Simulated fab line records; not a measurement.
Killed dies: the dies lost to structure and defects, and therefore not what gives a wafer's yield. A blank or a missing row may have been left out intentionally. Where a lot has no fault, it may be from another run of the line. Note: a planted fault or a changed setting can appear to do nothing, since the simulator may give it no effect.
Which tool did it? || flow n5_finfet || 24 lots with 72 wafers sampled at 3 steps, on a route of 1938 steps

WHAT THE GAUGES READ, wafer by wafer
N5_BEOL_M12_OVL_MEAS_11.
{"lot": "L074", "measured": "day 10 07:22", "on": "overlay-01", "V11_OVL (nm)": "-4 -2 0"}
{"lot": "L075", "measured": "day 10 13:52", "on": "overlay-02", "V11_OVL (nm)": "-3 11 16"}
{"lot": "L076", "measured": "day 11 09:37", "on": "overlay-02", "V11_OVL (nm)": "-2 -3 -8"}
{"lot": "L077", "measured": "day 11 13:28", "on": "overlay-01", "V11_OVL (nm)": "1 -2 -2"}
{"lot": "L078", "measured": "day 11 14:39", "on": "overlay-01", "V11_OVL (nm)": "1 7 1"}
{"lot": "L079", "measured": "day 12 01:44", "on": "overlay-01", "V11_OVL (nm)": "1 -2 -6"}
{"lot": "L080", "measured": "day 12 15:32", "on": "overlay-01", "V11_OVL (nm)": "-15 -12 -12"}
{"lot": "L081", "measured": "day 12 18:47", "on": "overlay-02", "V11_OVL (nm)": "-9 -1 -4"}
{"lot": "L082", "measured": "day 13 00:10", "on": "overlay-02", "V11_OVL (nm)": "3 -2 -7"}
{"lot": "L083", "measured": "day 13 01:44", "on": "overlay-02", "V11_OVL (nm)": "-4 -1 -11"}
{"lot": "L084", "measured": "day 13 04:13", "on": "overlay-01", "V11_OVL (nm)": "-13 -5 -7"}
{"lot": "L085", "measured": "day 13 04:53", "on": "overlay-02", "V11_OVL (nm)": "10 9 6"}
{"lot": "L086", "measured": "day 13 17:50", "on": "overlay-02", "V11_OVL (nm)": "-6 -8 -10"}
{"lot": "L087", "measured": "day 13 23:54", "on": "overlay-02", "V11_OVL (nm)": "6 10 9"}
{"lot": "L088", "measured": "day 14 15:00", "on": "overlay-02", "V11_OVL (nm)": "6 -4 1"}
{"lot": "L089", "measured": "day 14 15:16", "on": "overlay-02", "V11_OVL (nm)": "-13 -9 -14"}
{"lot": "L091", "measured": "day 14 22:42", "on": "overlay-01", "V11_OVL (nm)": "-6 7 -4"}
{"lot": "L090", "measured": "day 15 02:01", "on": "overlay-02", "V11_OVL (nm)": "-2 4 3"}
{"lot": "L092", "measured": "day 15 05:11", "on": "overlay-01", "V11_OVL (nm)": "-6 -1 -2"}
{"lot": "L095", "measured": "day 15 18:41", "on": "overlay-02", "V11_OVL (nm)": "-3 -2 -1"}
{"lot": "L094", "measured": "day 15 19:01", "on": "overlay-01", "V11_OVL (nm)": "8 5 8"}
{"lot": "L093", "measured": "day 15 19:56", "on": "overlay-01", "V11_OVL (nm)": "2 7 6"}
{"lot": "L097", "measured": "day 16 02:52", "on": "overlay-01", "V11_OVL (nm)": "3 0 -4"}
{"lot": "L096", "measured": "day 16 03:16", "on": "overlay-01", "V11_OVL (nm)": "5 0 6"}

N5_BEOL_M12_INSPECT_30: inspects for defects (macro).
{"lot": "L074", "measured": "day 10 08:29", "on": "defect_inspect-02", "raw_defect_count": "3 2 2"}
{"lot": "L075", "measured": "day 10 14:48", "on": "defect_inspect-01", "raw_defect_count": "2 2 0"}
{"lot": "L076", "measured": "day 11 10:32", "on": "defect_inspect-01", "raw_defect_count": "1 1 0"}
{"lot": "L077", "measured": "day 11 14:25", "on": "defect_inspect-01", "raw_defect_count": "2 4 0"}
{"lot": "L078", "measured": "day 11 15:35", "on": "defect_inspect-01", "raw_defect_count": "0 3 2"}
{"lot": "L079", "measured": "day 12 02:48", "on": "defect_inspect-01", "raw_defect_count": "1 3 0"}
{"lot": "L080", "measured": "day 12 16:35", "on": "defect_inspect-01", "raw_defect_count": "1 0 0"}
{"lot": "L081", "measured": "day 12 19:45", "on": "defect_inspect-02", "raw_defect_count": "2 0 1"}
{"lot": "L082", "measured": "day 13 01:14", "on": "defect_inspect-02", "raw_defect_count": "2 0 0"}
{"lot": "L083", "measured": "day 13 03:09", "on": "defect_inspect-02", "raw_defect_count": "0 1 0"}
{"lot": "L084", "measured": "day 13 05:16", "on": "defect_inspect-02", "raw_defect_count": "2 1 2"}
{"lot": "L085", "measured": "day 13 05:58", "on": "defect_inspect-02", "raw_defect_count": "1 3 0"}
{"lot": "L086", "measured": "day 13 18:54", "on": "defect_inspect-01", "raw_defect_count": "4 3 3"}
{"lot": "L087", "measured": "day 14 00:50", "on": "defect_inspect-02", "raw_defect_count": "3 3 0"}
{"lot": "L088", "measured": "day 14 15:59", "on": "defect_inspect-02", "raw_defect_count": "5 1 3"}
{"lot": "L089", "measured": "day 14 16:16", "on": "defect_inspect-02", "raw_defect_count": "1 2 1"}
{"lot": "L091", "measured": "day 14 23:46", "on": "defect_inspect-02", "raw_defect_count": "5 3 2"}
{"lot": "L090", "measured": "day 15 03:05", "on": "defect_inspect-01", "raw_defect_count": "2 1 1"}
{"lot": "L092", "measured": "day 15 06:23", "on": "defect_inspect-02", "raw_defect_count": "2 0 2"}
{"lot": "L095", "measured": "day 15 19:37", "on": "defect_inspect-01", "raw_defect_count": "4 1 1"}
{"lot": "L094", "measured": "day 15 20:22", "on": "defect_inspect-02", "raw_defect_count": "3 5 0"}
{"lot": "L093", "measured": "day 15 20:54", "on": "defect_inspect-01", "raw_defect_count": "2 0 3"}
{"lot": "L097", "measured": "day 16 03:48", "on": "defect_inspect-01", "raw_defect_count": "3 3 4"}
{"lot": "L096", "measured": "day 16 04:30", "on": "defect_inspect-01", "raw_defect_count": "3 1 1"}

WHAT TOOL EACH LOT RAN ON (gives the tool, then ch and the chambers of the sampled wafers, and finally the start)
{"lot": "L074", "N5_BEOL_M12_STRIP_64": "plasma_asher-01 ch 0, day 10 07:50"}
{"lot": "L075", "N5_BEOL_M12_STRIP_64": "plasma_asher-01 ch 0,1, day 10 14:16"}
{"lot": "L076", "N5_BEOL_M12_STRIP_64": "plasma_asher-01 ch 0,1, day 11 10:01"}
{"lot": "L077", "N5_BEOL_M12_STRIP_64": "plasma_asher-02 ch 0,1, day 11 13:53"}
{"lot": "L078", "N5_BEOL_M12_STRIP_64": "plasma_asher-01 ch 0,1, day 11 15:04"}
{"lot": "L079", "N5_BEOL_M12_STRIP_64": "plasma_asher-01 ch 0,1, day 12 02:10"}
{"lot": "L080", "N5_BEOL_M12_STRIP_64": "plasma_asher-01 ch 0,1, day 12 15:56"}
{"lot": "L081", "N5_BEOL_M12_STRIP_64": "plasma_asher-02 ch 0,1, day 12 19:13"}
{"lot": "L082", "N5_BEOL_M12_STRIP_64": "plasma_asher-02 ch 1, day 13 00:35"}
{"lot": "L083", "N5_BEOL_M12_STRIP_64": "plasma_asher-02 ch 0,1, day 13 02:30"}
{"lot": "L084", "N5_BEOL_M12_STRIP_64": "plasma_asher-01 ch 0,1, day 13 04:38"}
{"lot": "L085", "N5_BEOL_M12_STRIP_64": "plasma_asher-02 ch 0,1, day 13 05:19"}
{"lot": "L086", "N5_BEOL_M12_STRIP_64": "plasma_asher-02 ch 1, day 13 18:15"}
{"lot": "L087", "N5_BEOL_M12_STRIP_64": "plasma_asher-02 ch 0,1, day 14 00:19"}
{"lot": "L088", "N5_BEOL_M12_STRIP_64": "plasma_asher-02 ch 0,1, day 14 15:26"}
{"lot": "L089", "N5_BEOL_M12_STRIP_64": "plasma_asher-01 ch 0,1, day 14 15:41"}
{"lot": "L091", "N5_BEOL_M12_STRIP_64": "plasma_asher-01 ch 0,1, day 14 23:07"}
{"lot": "L090", "N5_BEOL_M12_STRIP_64": "plasma_asher-02 ch 0,1, day 15 02:26"}
{"lot": "L092", "N5_BEOL_M12_STRIP_64": "plasma_asher-02 ch 0,1, day 15 05:44"}
{"lot": "L095", "N5_BEOL_M12_STRIP_64": "plasma_asher-02 ch 0,1, day 15 19:05"}
{"lot": "L094", "N5_BEOL_M12_STRIP_64": "plasma_asher-01 ch 0,1, day 15 19:43"}
{"lot": "L093", "N5_BEOL_M12_STRIP_64": "plasma_asher-01 ch 0,1, day 15 20:20"}
{"lot": "L097", "N5_BEOL_M12_STRIP_64": "plasma_asher-01 ch 0,1, day 16 03:17"}
{"lot": "L096", "N5_BEOL_M12_STRIP_64": "plasma_asher-01 ch 0,1, day 16 03:51"}
- N5_BEOL_M12_STRIP_64: strips in N2/H2.

AS READ BY THE TOOLS THEMSELVES (means over the sampled wafers that have a number; for cases with no such wafer, the mark the record gives instead)
N5_BEOL_M12_STRIP_64.
{"lot": "L074", "tool": "plasma_asher-01", "drypump_motor_current_A (A)": 5.2, "h2_flow_sccm (sccm)": 3251, "heater_power_w (W)": 316, "oes_product_au (a.u.)": 0.714, "strip_time_to_endpoint_s (s)": 31.31}
{"lot": "L075", "tool": "plasma_asher-01", "drypump_motor_current_A (A)": 5.3, "h2_flow_sccm (sccm)": 3257, "heater_power_w (W)": 300, "oes_product_au (a.u.)": 0.720, "strip_time_to_endpoint_s (s)": 31.31}
{"lot": "L076", "tool": "plasma_asher-01", "drypump_motor_current_A (A)": 5.3, "h2_flow_sccm (sccm)": 3251, "heater_power_w (W)": 306, "oes_product_au (a.u.)": 0.712, "strip_time_to_endpoint_s (s)": 31.30}
{"lot": "L077", "tool": "plasma_asher-02", "drypump_motor_current_A (A)": 5.9, "h2_flow_sccm (sccm)": 3252, "heater_power_w (W)": 315, "oes_product_au (a.u.)": 0.718, "strip_time_to_endpoint_s (s)": 31.33}
{"lot": "L078", "tool": "plasma_asher-01", "drypump_motor_current_A (A)": 5.3, "h2_flow_sccm (sccm)": 3246, "heater_power_w (W)": 302, "oes_product_au (a.u.)": 0.714, "strip_time_to_endpoint_s (s)": 31.38}
{"lot": "L079", "tool": "plasma_asher-01", "drypump_motor_current_A (A)": 5.3, "h2_flow_sccm (sccm)": 3258, "heater_power_w (W)": 307, "oes_product_au (a.u.)": 0.710, "strip_time_to_endpoint_s (s)": 31.27}
{"lot": "L080", "tool": "plasma_asher-01", "drypump_motor_current_A (A)": 5.3, "h2_flow_sccm (sccm)": 3254, "heater_power_w (W)": 306, "oes_product_au (a.u.)": 0.715, "strip_time_to_endpoint_s (s)": 31.35}
{"lot": "L081", "tool": "plasma_asher-02", "drypump_motor_current_A (A)": 5.9, "h2_flow_sccm (sccm)": 3247, "heater_power_w (W)": 307, "oes_product_au (a.u.)": 0.716, "strip_time_to_endpoint_s (s)": 31.25}
{"lot": "L082", "tool": "plasma_asher-02", "drypump_motor_current_A (A)": 6.3, "h2_flow_sccm (sccm)": 3256, "heater_power_w (W)": 310, "oes_product_au (a.u.)": 0.717, "strip_time_to_endpoint_s (s)": 31.36}
{"lot": "L083", "tool": "plasma_asher-02", "drypump_motor_current_A (A)": 5.9, "h2_flow_sccm (sccm)": 3246, "heater_power_w (W)": 312, "oes_product_au (a.u.)": 0.712, "strip_time_to_endpoint_s (s)": 31.34}
{"lot": "L084", "tool": "plasma_asher-01", "drypump_motor_current_A (A)": 5.3, "h2_flow_sccm (sccm)": 3237, "heater_power_w (W)": 301, "oes_product_au (a.u.)": 0.715, "strip_time_to_endpoint_s (s)": 31.29}
{"lot": "L085", "tool": "plasma_asher-02", "drypump_motor_current_A (A)": 5.9, "h2_flow_sccm (sccm)": 3253, "heater_power_w (W)": 308, "oes_product_au (a.u.)": 0.715, "strip_time_to_endpoint_s (s)": 31.21}
{"lot": "L086", "tool": "plasma_asher-02", "drypump_motor_current_A (A)": 6.3, "h2_flow_sccm (sccm)": 3252, "heater_power_w (W)": 307, "oes_product_au (a.u.)": 0.716, "strip_time_to_endpoint_s (s)": 31.22}
{"lot": "L087", "tool": "plasma_asher-02", "drypump_motor_current_A (A)": 5.9, "h2_flow_sccm (sccm)": 3243, "heater_power_w (W)": 315, "oes_product_au (a.u.)": 0.716, "strip_time_to_endpoint_s (s)": 31.30}
{"lot": "L088", "tool": "plasma_asher-02", "drypump_motor_current_A (A)": 5.4, "h2_flow_sccm (sccm)": 3250, "heater_power_w (W)": 310, "oes_product_au (a.u.)": 0.716, "strip_time_to_endpoint_s (s)": 31.37}
{"lot": "L089", "tool": "plasma_asher-01", "drypump_motor_current_A (A)": 5.3, "h2_flow_sccm (sccm)": 3254, "heater_power_w (W)": 299, "oes_product_au (a.u.)": 0.715, "strip_time_to_endpoint_s (s)": 31.34}
{"lot": "L091", "tool": "plasma_asher-01", "drypump_motor_current_A (A)": 5.3, "h2_flow_sccm (sccm)": 3253, "heater_power_w (W)": 306, "oes_product_au (a.u.)": 0.718, "strip_time_to_endpoint_s (s)": 31.14}
{"lot": "L090", "tool": "plasma_asher-02", "drypump_motor_current_A (A)": 5.4, "h2_flow_sccm (sccm)": 3252, "heater_power_w (W)": 311, "oes_product_au (a.u.)": 0.719, "strip_time_to_endpoint_s (s)": 31.34}
{"lot": "L092", "tool": "plasma_asher-02", "drypump_motor_current_A (A)": 5.9, "h2_flow_sccm (sccm)": 3252, "heater_power_w (W)": 312, "oes_product_au (a.u.)": 0.714, "strip_time_to_endpoint_s (s)": 31.28}
{"lot": "L095", "tool": "plasma_asher-02", "drypump_motor_current_A (A)": 5.9, "h2_flow_sccm (sccm)": 3249, "heater_power_w (W)": 307, "oes_product_au (a.u.)": 0.710, "strip_time_to_endpoint_s (s)": 31.29}
{"lot": "L094", "tool": "plasma_asher-01", "drypump_motor_current_A (A)": 5.3, "h2_flow_sccm (sccm)": 3243, "heater_power_w (W)": 309, "oes_product_au (a.u.)": 0.714, "strip_time_to_endpoint_s (s)": 31.30}
{"lot": "L093", "tool": "plasma_asher-01", "drypump_motor_current_A (A)": 5.3, "h2_flow_sccm (sccm)": 3247, "heater_power_w (W)": 305, "oes_product_au (a.u.)": 0.710, "strip_time_to_endpoint_s (s)": 31.33}
{"lot": "L097", "tool": "plasma_asher-01", "drypump_motor_current_A (A)": 5.3, "h2_flow_sccm (sccm)": 3254, "heater_power_w (W)": 298, "oes_product_au (a.u.)": 0.717, "strip_time_to_endpoint_s (s)": 31.28}
{"lot": "L096", "tool": "plasma_asher-01", "drypump_motor_current_A (A)": 5.3, "h2_flow_sccm (sccm)": 3249, "heater_power_w (W)": 312, "oes_product_au (a.u.)": 0.712, "strip_time_to_endpoint_s (s)": 31.29}

THE ANSWER, worked out from the rows above alone
Rule: the lots themselves supply what counts as usual. The widest of any qualifying gaps counts: lots, ordered by their means at a reading, are off when they make up no more than a third of the lots, leave a main group of 4 or more, and stand apart from it by 3 or more times the standard deviation of that group's means. Not used: any main group whose means are identical at the precision the tables above print for the reading. Also off: a lot with no number at a reading for which 4 or more lots have one. All remaining lots with rows at the step are treated as sound. Order of review: gauges by route order, followed by the tools' own readings, for which a lot's mean as printed above is used. At the first step where some lot is off, the reading lying furthest off is the one used; lots without a number count as furthest.
No lot is off on any of the readings shown, so nothing can be concluded from this.

WHAT THE SIMULATOR PUT IN
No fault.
